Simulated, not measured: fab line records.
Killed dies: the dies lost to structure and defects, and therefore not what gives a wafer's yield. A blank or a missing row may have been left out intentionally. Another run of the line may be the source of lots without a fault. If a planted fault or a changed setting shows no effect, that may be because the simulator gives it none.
Which tool was responsible? || flow n5 finfet || 30 wafers sampled from 10 lots at 1 step of a route of 1938

WHAT THE GAUGES SHOWED, per wafer
N5_BEOL_M8_CD_MEAS_11: target cd 38.5 nm.
{"lot": "L421", "measured": "day 8 20:23", "on": "cd sem-02", "cd nm (nm)": "37.4 37.9 37.8"}
{"lot": "L422", "measured": "day 9 09:08", "on": "cd sem-01", "cd nm (nm)": "38.5 38.8 39.1"}
{"lot": "L425", "measured": "day 9 16:17", "on": "cd sem-02", "cd nm (nm)": "38.3 37.8 38.1"}
{"lot": "L423", "measured": "day 9 22:21", "on": "cd sem-01", "cd nm (nm)": "37.9 37.4 38.3"}
{"lot": "L426", "measured": "day 10 02:14", "on": "cd sem-02", "cd nm (nm)": "38.9 39.5 39.2"}
{"lot": "L430", "measured": "day 10 21:01", "on": "cd sem-01", "cd nm (nm)": "38.8 38.6 37.7"}
{"lot": "L431", "measured": "day 11 07:13", "on": "cd sem-01", "cd nm (nm)": "38.6 37.7 37.1"}
{"lot": "L437", "measured": "day 13 05:57", "on": "cd sem-01", "cd nm (nm)": "38.2 39.3 38.5"}
{"lot": "L439", "measured": "day 13 21:16", "on": "cd sem-01", "cd nm (nm)": "39.2 38.6 38.7"}
{"lot": "L444", "measured": "day 15 07:43", "on": "cd sem-03", "cd nm (nm)": "38.0 38.2 38.1"}

WHICH TOOL RAN EACH LOT (tool, then ch and the chambers of the sampled wafers, then the start)
Before these readings, the record contains no process step.

THE ANSWER, worked out from the rows above alone
Rule: the usual values come from the lots themselves. The widest of any qualifying gaps counts: lots, ordered by their means at a reading, are off when they make up no more than a third of the lots, leave a main group of 4 or more, and stand apart from it by 3 or more times the standard deviation of that group's means. A main group is skipped when, at the precision printed for the reading in the tables above, its means are all equal. A lot without any number at a reading at which 4 lots or more have one is off too. The other lots that the step has rows for count as sound.
No lot is off at any reading shown: from this, nothing can be told.

WHAT THE SIMULATOR PUT IN
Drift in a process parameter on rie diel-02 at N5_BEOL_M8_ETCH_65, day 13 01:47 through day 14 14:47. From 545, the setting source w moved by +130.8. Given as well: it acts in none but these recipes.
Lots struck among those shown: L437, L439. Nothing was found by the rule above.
